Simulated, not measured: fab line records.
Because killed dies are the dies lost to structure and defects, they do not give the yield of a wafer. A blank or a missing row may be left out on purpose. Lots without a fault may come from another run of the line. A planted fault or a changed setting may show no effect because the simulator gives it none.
fab line records    flow n5-finfet
[record] lots = 10  wafers = 30  last-day = 18
route steps=1938 shown MOL_CONTACT_COAG@579 PASSIVATION@1936
lots untouched by any fault: they come from a run of this same line in which no faults occurred
start-h: start of the lot's first displayed wafer, in hours after the record's first day    wait-h: hours elapsed since this lot's preceding step    " same as the row above    L1.1+2: a row that stands for several wafers    - no value, or no start was given    * or withheld: withheld    < > ~ a bound
route shown NAME@n: names a module that has steps shown in the file, with the first one's number in the route    usual: mean/standard deviation of fault-free wafers    same: alike in all rows    chamber/n: place in a boat    sites: readings site by site    _std_site: how widely they spread, as a standard deviation    _edge_site: mean of outer sites minus mean of inner sites    radius-mm: for every site, how far away it sits from the centre of the wafer    mask NAME#n: copy n    behind: the most recent tool/chamber to have shaped the wafer    hold: why the lot went on hold/how many hours it stayed there/how the hold came to an end    device: the n, p or np transistor that did not switch    end of line: tests of these same wafers at the route's end    a step with no rows: only its recipe    killed: at the first sort, the dies lost to defects and structure; wafer yield is something else    map: per-die view of a wafer (x killed, . not killed, _ where there is no die)
set.NAME: the setting that was run; set.NAME@STEP: the one run at that earlier step    model.NAME: the simulator's own value behind a step, which no gauge read
route steps across a sampled set of lots; one table per step, one row per wafer
services: a tool's chamber out of use, with start hour (start-h, from the record's first day; less than 0 if before it), hours out, and reason
[[steps]]
[step N5_MOL_CONTACT_COAG_ALD_131]
[recipe] material = SiO2  target-thk-a = 50  temp-c = 100  ald-precursor-family = BDEAS  ald-co-reactant = O2-plasma  pulse-time-s = 1  co-reactant-pulse-time-s = 1  purge-time-s = 2  co-reactant-purge-time-s = 2  ald-cycles = 35  pressure-torr = 2
[usual] heater-power-w = 79/7.3  precursor-pulse-height-rel = 1.002/0.019  susceptor-temp-C = 100.01/0.13
[same] pulse-time-s = 1
lot.wafer  tool        chamber  start-h  wait-h  heater-power-w  precursor-pulse-height-rel  susceptor-temp-C
L787.2     ald-sin-03  3        108.80   0.2     88              1.038                       99.92
L787.5     "           2        "        "       84              1.032                       99.92
L787.6     "           1        "        "       68              0.995                       99.99
L789.2     ald-sin-03  0        122.21   0.1     78              0.975                       100.18
L789.3     "           2        "        "       84              0.964                       100.23
L789.4     "           3        "        "       88              0.971                       99.99
L790.3     ald-sin-03  1        126.66   0.1     67              1.009                       99.91
L790.4     "           0        "        "       80              1.009                       100.11
L790.6     "           3        "        "       87              0.971                       99.96
L792.1     ald-sin-01  1        133.66   0.1     85              1.018                       100.04
L792.2     "           0        "        "       92              1.008                       100.06
L792.3     "           3        "        "       68              1.013                       99.89
L795.1     ald-sin-04  0        157.13   0.1     77              0.951                       99.98
L795.3     "           2        "        "       73              1.010                       99.93
L795.6     "           0        "        "       76              0.999                       99.97
L798.2     ald-sin-03  1        175.29   0.1     69              0.983                       99.91
L798.4     "           2        "        "       82              1.005                       100.11
L798.6     "           3        "        "       85              1.036                       99.99
L802.2     ald-sin-04  3        195.48   0.1     83              0.990                       100.28
L802.3     "           2        "        "       73              1.006                       100.25
L802.5     "           2        "        "       73              1.038                       100.00
L803.3     ald-sin-01  3        198.36   0.1     68              0.989                       99.91
L803.4     "           1        "        "       83              0.987                       99.78
L803.6     "           1        "        "       82              1.007                       99.90
L806.1     ald-sin-03  1        219.44   0.1     67              0.999                       100.14
L806.2     "           2        "        "       83              1.012                       100.02
L806.3     "           0        "        "       81              0.989                       100.19
L809.2     ald-sin-04  3        236.14   0.1     83              1.030                       100.04
L809.4     "           0        "        "       76              0.994                       99.94
L809.5     "           1        "        "       72              0.991                       100.06
[step N5_MOL_CONTACT_COAG_COAT_62]
[recipe] resist = SOC  temp-c = 250  time-s = 60  spin-rpm = 1500  resist-thk-nm = 60
[usual] resist-line-temp-C = 22.98/0.11  spin-speed-rpm = 1499.9/1.1
lot.wafer  tool            chamber  start-h  wait-h  resist-line-temp-C  spin-speed-rpm
L787.2     litho-track-01  0        109.55   0.0     23.03               1499.7
L787.5     "               0        "        "       22.86               1499.3
L787.6     "               0        "        "       22.90               1500.0
L789.2     litho-track-01  0        122.98   0.0     22.96               1500.0
L789.3     "               0        "        "       23.17               1500.4
L789.4     "               0        "        "       22.95               1499.6
L790.3     litho-track-04  0        127.50   0.0     22.97               1500.7
L790.4     "               0        "        "       23.00               1498.8
L790.6     "               0        "        "       22.92               1497.9
L792.1     litho-track-03  0        134.37   0.0     23.07               1500.1
L792.2     "               0        "        "       22.97               1500.0
L792.3     "               0        "        "       23.15               1499.8
L795.1     litho-track-01  0        157.86   0.0     22.87               1502.0
L795.3     "               0        "        "       22.98               1497.3
L795.6     "               0        "        "       22.78               1500.4
L798.2     litho-track-01  0        176.05   0.0     22.91               1231.8
L798.4     "               0        "        "       23.16               1234.5
L798.6     "               0        "        "       22.89               1234.5
L802.2     litho-track-01  0        196.20   0.0     22.87               1233.0
L802.3     "               0        "        "       22.93               1232.6
L802.5     "               0        "        "       22.80               1233.1
L803.3     litho-track-03  0        199.08   0.0     22.99               1499.7
L803.4     "               0        "        "       23.07               1501.4
L803.6     "               0        "        "       22.75               1499.6
L806.1     litho-track-04  0        220.15   0.0     23.00               1499.8
L806.2     "               0        "        "       23.11               1501.8
L806.3     "               0        "        "       23.04               1503.4
L809.2     litho-track-03  0        236.88   0.0     23.07               1499.5
L809.4     "               0        "        "       22.96               1499.4
L809.5     "               0        "        "       22.91               1498.0
[step N5_MOL_CONTACT_COAG_DESCUM_45]
[recipe] chemistry = O2  time-s = 7  source-power-w = 50  bias-power-w = 20  pressure-mtorr = 20  rf-frequency-hz = 2.712e+07  temp-c = 40  resist = CAR-EUV  o2-flow-sccm = 225
[usual] chamber-pressure-mTorr = 20.001/0.018  drypump-motor-current-A = 5.8/0.42  oes-product-au = 0.77/0.11  rf-vpp-V = 243.0/1.5  showerhead-plenum-p-Torr = 2.08/0.088  throttle-valve-pct = 20.35/0.17
lot.wafer  tool         chamber  start-h  wait-h  chamber-pressure-mTorr  drypump-motor-current-A  oes-product-au  rf-hours-counter-h  rf-vpp-V  showerhead-plenum-p-Torr  throttle-valve-pct
L787.2     rie-diel-02  1        109.96   0.0     20.026                  5.9                      0.68            244                 243.0     2.18                      20.71
L787.5     "            1        "        "       20.014                  5.9                      0.68            -                   243.2     2.19                      20.70
L787.6     "            2        "        "       20.018                  5.6                      0.71            -                   242.1     2.06                      20.52
L789.2     rie-diel-04  1        123.90   0.4     19.990                  5.4                      0.70            201                 244.5     2.18                      20.28
L789.3     "            0        "        "       20.018                  5.6                      0.94            25                  246.8     2.24                      20.43
L789.4     "            0        "        "       19.992                  5.6                      0.92            -                   244.6     2.24                      20.43
L790.3     rie-diel-04  1        128.08   0.2     20.004                  5.5                      0.70            203                 245.2     2.18                      20.29
L790.4     "            2        "        "       19.996                  5.3                      0.69            -                   243.8     2.05                      20.49
L790.6     "            1        "        "       20.045                  5.5                      0.71            -                   243.3     2.18                      20.29
L792.1     rie-diel-04  0        134.90   0.0     20.005                  5.6                      0.91            31                  244.5     2.24                      20.44
L792.2     "            1        "        "       19.988                  5.5                      0.69            207                 243.4     2.18                      20.29
L792.3     "            2        "        "       20.007                  5.3                      0.69            221                 242.9     2.05                      20.49
L795.1     rie-diel-05  1        158.49   0.3     19.991                  6.2                      0.77            150                 243.9     2.17                      20.45
L795.3     "            3        "        "       20.007                  5.5                      0.93            15                  243.5     2.02                      20.25
L795.6     "            3        "        "       20.002                  5.5                      0.93            -                   241.8     2.02                      20.26
L798.2     rie-diel-05  3        176.58   0.0     19.991                  5.6                      0.91            21                  243.4     2.02                      20.28
L798.4     "            2        "        "       19.982                  5.5                      0.75            171                 240.0     1.90                      20.25
L798.6     "            2        "        "       20.021                  5.5                      0.74            -                   240.9     1.90                      20.25
L802.2     rie-diel-05  3        196.73   0.0     20.025                  5.5                      0.90            29                  244.3     2.01                      20.30
L802.3     "            0        "        "       19.996                  5.1                      0.95            14                  243.1     2.14                      19.84
L802.5     "            1        "        "       20.012                  6.2                      0.75            -                   244.1     2.17                      20.47
L803.3     rie-diel-02  2        199.61   0.0     20.015                  5.6                      0.69            248                 241.8     2.04                      20.58
L803.4     "            0        "        "       20.017                  6.1                      0.67            221                 241.0     2.00                      20.41
L803.6     "            2        "        "       20.018                  5.6                      0.69            -                   242.0     2.05                      20.57
L806.1     rie-diel-02  3        220.68   0.0     20.035                  6.6                      0.68            225                 242.8     2.07                      20.25
L806.2     "            0        "        "       19.995                  6.1                      0.67            230                 242.0     2.00                      20.43
L806.3     "            1        "        "       19.980                  6.0                      0.90            28                  243.5     2.17                      20.33
L809.2     rie-diel-02  3        237.53   0.1     20.001                  6.6                      0.68            229                 242.4     2.07                      20.25
L809.4     "            2        "        "       19.991                  5.6                      0.96            4                   242.1     2.04                      20.12
L809.5     "            1        "        "       20.018                  5.9                      0.89            -                   243.2     2.17                      20.34
[step N5_MOL_CONTACT_COAG_ETCH_65]
[recipe] chemistry = N2/H2  target = underlayer  target-depth-a = 130  mask-material = CAR-EUV  time-s = 10.4  ion-energy-ev = 200  pressure-mtorr = 30  source-w = 840  bias-w = 150  n2-flow-sccm = 200  h2-flow-sccm = 200  ends = cleared
[usual] chamber-pressure-mTorr = 30.000/0.03  drypump-motor-current-A = 5.8/0.42  etch-rf-on-time-s = 10.7/0.37  oes-product-au = 0.65/0.091  rf-vpp-V = 523.6/2.8  showerhead-plenum-p-Torr = 2.54/0.1  throttle-valve-pct = 17.88/0.24
lot.wafer  tool         chamber  start-h  wait-h  chamber-pressure-mTorr  drypump-motor-current-A  etch-rf-on-time-s  oes-product-au  rf-hours-counter-h  rf-vpp-V  showerhead-plenum-p-Torr  throttle-valve-pct
L787.2     rie-diel-02  1        109.99   0.0     30.022                  5.9                      11.3               0.56            244                 525.1     2.63                      18.12
L787.5     "            1        "        "       30.001                  5.9                      11.3               0.56            -                   525.1     2.63                      18.11
L787.6     "            2        "        "       29.969                  5.6                      10.6               0.60            -                   523.6     2.53                      18.13
L789.2     rie-diel-04  1        123.94   0.0     29.984                  5.5                      10.7               0.59            201                 527.0     2.63                      17.69
L789.3     "            0        "        "       29.982                  5.5                      10.5               0.78            25                  527.4     2.73                      17.88
L789.4     "            0        "        "       30.032                  5.6                      10.5               0.77            -                   528.6     2.73                      17.87
L790.3     rie-diel-04  1        128.11   0.0     30.017                  5.4                      10.5               0.60            203                 527.1     2.63                      17.68
L790.4     "            2        "        "       29.985                  5.3                      10.8               0.59            -                   523.3     2.54                      18.35
L790.6     "            1        "        "       30.063                  5.4                      10.5               0.60            -                   525.5     2.63                      17.70
L792.1     rie-diel-04  0        134.94   0.0     29.992                  5.6                      10.4               0.75            31                  527.7     2.73                      17.89
L792.2     "            1        "        "       30.004                  5.5                      10.6               0.60            207                 526.0     2.63                      17.70
L792.3     "            2        "        "       30.018                  5.3                      10.9               0.58            221                 523.2     2.54                      18.35
L795.1     rie-diel-05  1        158.52   0.0     30.016                  6.1                      10.7               0.64            150                 528.0     2.64                      17.88
L795.3     "            3        "        "       30.001                  5.6                      9.9                0.82            15                  521.9     2.50                      18.07
L795.6     "            3        "        "       29.999                  5.5                      9.8                0.83            -                   521.8     2.50                      18.06
L798.2     rie-diel-05  3        176.61   0.0     30.022                  5.5                      9.8                0.80            21                  523.1     2.50                      18.07
L798.4     "            2        "        "       30.000                  5.5                      11.0               0.61            171                 517.2     2.33                      17.73
L798.6     "            2        "        "       30.027                  5.5                      10.9               0.61            -                   520.7     2.33                      17.73
L802.2     rie-diel-05  3        196.76   0.0     29.948                  5.5                      9.8                0.80            29                  522.8     2.49                      18.08
L802.3     "            0        "        "       29.973                  5.1                      9.9                0.81            14                  525.9     2.62                      17.40
L802.5     "            1        "        "       29.978                  6.2                      10.7               0.64            -                   528.0     2.64                      17.90
L803.3     rie-diel-02  2        199.64   0.0     29.974                  5.6                      10.7               0.57            248                 522.0     2.52                      18.20
L803.4     "            0        "        "       30.036                  6.2                      10.6               0.58            221                 521.9     2.42                      17.80
L803.6     "            2        "        "       30.070                  5.6                      10.6               0.57            -                   520.6     2.52                      18.19
L806.1     rie-diel-02  3        220.71   0.0     29.954                  6.5                      11.2               0.57            225                 522.4     2.52                      17.86
L806.2     "            0        "        "       29.977                  6.2                      10.5               0.57            230                 521.2     2.42                      17.82
L806.3     "            1        "        "       29.967                  5.9                      11.0               0.75            28                  524.8     2.61                      17.68
L809.2     rie-diel-02  3        237.56   0.0     29.994                  6.6                      11.1               0.57            229                 523.6     2.52                      17.88
L809.4     "            2        "        "       29.977                  5.6                      10.6               0.81            4                   522.8     2.52                      17.76
L809.5     "            1        "        "       29.982                  5.9                      11.0               0.74            -                   525.7     2.61                      17.69
[step N5_PASSIVATION_PROBE_49]
[usual] killed_at_M0_to_M3 = 34/11  killed_at_M4_up = 13/5.2  killed-at-contacts = 13/6.3  killed-at-front-end = 40/14  killed-at-other = 3.2/2.4  killed-dies = 104/19  killed-open = 69/14  killed-short = 32/7.5
[same] gross-dies = 1180  killed-at-back-side = 0
lot.wafer  tool       chamber  start-h  wait-h  killed_at_M0_to_M3  killed_at_M4_up  killed-at-contacts  killed-at-front-end  killed-at-other  killed-dies  killed-open  killed-short
L795.1     prober-02  -        319.85   0.0     53                  11               13                  34                   2                113          70           41
L795.3     prober-02  -        319.95   0.1     26                  12               23                  28                   1                90           60           27
L795.6     prober-02  -        320.10   0.3     43                  9                20                  39                   3                114          82           30
// killed by level:class
L795.1 BEOL_M1:geometric-particle:open=11 BEOL_M2:geometric-particle:open=10 MOL_CONTACT_COAG:geometric-particle:open=9 FIN_SAQP:geometric-particle:open=7 BEOL_M2:geometric-particle:short=6 DUMMY_GATE:geometric-particle:open=5 BEOL_M0_SAQP:geometric-particle:open=5 BEOL_M3:geometric-particle:open=5
L795.3 MOL_CONTACT_COAG:geometric-particle:open=15 BEOL_M2:geometric-particle:open=9 MOL_CONTACT_COAG:geometric-particle:short=8 BEOL_M4:geometric-particle:open=6 FIN_SAQP:geometric-particle:open=5 GATE_CUT:geometric-particle:open=4 GATE_CUT:geometric-particle:short=4 BEOL_M0_SAQP:geometric-particle:short=4
L795.6 BEOL_M2:geometric-particle:open=16 MOL_CONTACT_COAG:geometric-particle:open=13 STI_FIN_REVEAL:geometric-particle:open=9 BEOL_M0:geometric-particle:open=9 GATE_CUT:geometric-particle:short=7 MOL_CONTACT_COAG:geometric-particle:short=7 BEOL_M1:geometric-particle:open=6 BEOL_M3:geometric-particle:open=6
[[services]]
tool         chamber  start-h  hours  kind
ald-sin-01   -        85.29    14.0   pm
ald-sin-04   -        95.57    0.2    repair
rie-diel-05  3        98.30    -      clean
ald-sin-04   3        103.49   7.6    repair
rie-diel-02  1        136.01   -      clean
rie-diel-02  1        136.01   -      consumable-replace:focus-ring
rie-diel-02  1        136.01   16.5   scheduled-down
rie-diel-02  1        136.01   16.5   vent-cycle
rie-diel-05  -        138.50   4.3    pm
rie-diel-04  3        143.18   13.8   repair
rie-diel-05  -        164.14   0.3    repair
rie-diel-05  -        171.64   2.2    repair
rie-diel-02  3        173.21   5.4    repair
rie-diel-04  1        175.48   62.1   repair
ald-sin-04   -        176.75   14.0   pm
ald-sin-04   1        192.98   15.2   repair
rie-diel-05  3        201.47   13.7   repair
ald-sin-04   -        202.80   6.1    pm
rie-diel-02  2        205.13   -      clean
rie-diel-02  2        205.13   -      consumable-replace:focus-ring
rie-diel-02  2        205.13   22.7   scheduled-down
rie-diel-02  2        205.13   22.7   vent-cycle
rie-diel-05  2        219.41   2.6    repair
rie-diel-02  3        230.91   5.1    repair
[[key]]
[first-sign] step = N5_MOL_CONTACT_COAG_COAT_62  reading = spin-speed-rpm  direction = down  sigmas = 99+  usual = *  struck = *
effect none on later readings
met-at N5_MOL_CONTACT_COAG_COAT_62
struck-lots L798,L802
tester-left-out L798,L802
not-acting-at N5_MOL_CONTACT_COAG_ALD_131,N5_MOL_CONTACT_COAG_DESCUM_45,N5_MOL_CONTACT_COAG_ETCH_65
onset-between 157.86 176.05
[fault] kind = process-parameter-drift  tool = litho-track-01  chamber = -  onset-h = 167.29  steps = N5_MOL_CONTACT_COAG_COAT_62  channel = spin-rpm  offset = *  shape = step  end-h = 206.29  acts-in = *  stated = *
// tester-left-out: of these lots the tester's yield and bins aren't shown, on N5 and GAA mostly nor the transistor test; their killed dies are dies lost to structure and defects alone, not to doping, threshold or leakage, so they don't give the yield
